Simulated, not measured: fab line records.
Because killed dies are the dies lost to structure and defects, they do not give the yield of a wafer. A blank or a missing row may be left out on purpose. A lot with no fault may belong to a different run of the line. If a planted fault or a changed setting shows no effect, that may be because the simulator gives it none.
Matching of chambers + flow n5_finfet + N5_BEOL_M12_ETCH_67 on rie_diel-03 has 3 sister chambers
The step etches SiARC in CF4, target depth 143 nm, time 238.3 s. 6 wafers are shown with their chamber, then 6 later ones without.

WAFERS, EACH WITH ITS CHAMBER
| wafer  | chamber | throttle_valve_pct (%) | drypump_motor_current_A (A) |
|--------|---------|------------------------|-----------------------------|
| L077.2 | 3       | 15.25                  | 6.0                         |
| L084.2 | 3       | 15.27                  | 6.0                         |
| L084.3 | 2       | 15.52                  | 5.8                         |
| L080.5 | 1       | 15.89                  | 6.3                         |
| L080.6 | 2       | 15.52                  | 5.7                         |
| L083.1 | 1       | 15.89                  | 6.3                         |

WAFERS MISSING THEIR CHAMBER
| wafer  | throttle_valve_pct (%) | drypump_motor_current_A (A) |
|--------|------------------------|-----------------------------|
| L083.4 | 15.28                  | 5.9                         |
| L083.5 | 15.88                  | 6.3                         |
| L091.2 | 15.90                  | 6.3                         |
| L091.4 | 15.55                  | 5.7                         |
| L092.2 | 15.33                  | 5.9                         |
| L092.6 | 15.92                  | 6.3                         |

WHICH CHAMBER EACH ONE RAN IN
| wafer  | from the rows above | in truth |
|--------|---------------------|----------|
| L083.4 | 3                   | 3        |
| L083.5 | 1                   | 1        |
| L091.2 | 1                   | 1        |
| L091.4 | 2                   | 2        |
| L092.2 | 3                   | 3        |
| L092.6 | 1                   | 1        |
Correctly placed: 6 of 6. Number that these rows cannot place: 0. 0 placed wrongly.
How it was worked out, from the rows above alone: a wafer's distance from a chamber is the root of the sum, over the readings, of the square of ((its reading less the chamber's mean) divided by the reading's scatter). If the next closest chamber is less than 2 further off than the closest, the wafer can't be placed; otherwise it belongs to the closest. Each chamber's mean is taken over the wafers shown for it. The scatter: take each reading less its chamber's mean, square it, sum over the shown wafers, divide by the number of wafers less the number of chambers, and take the root.
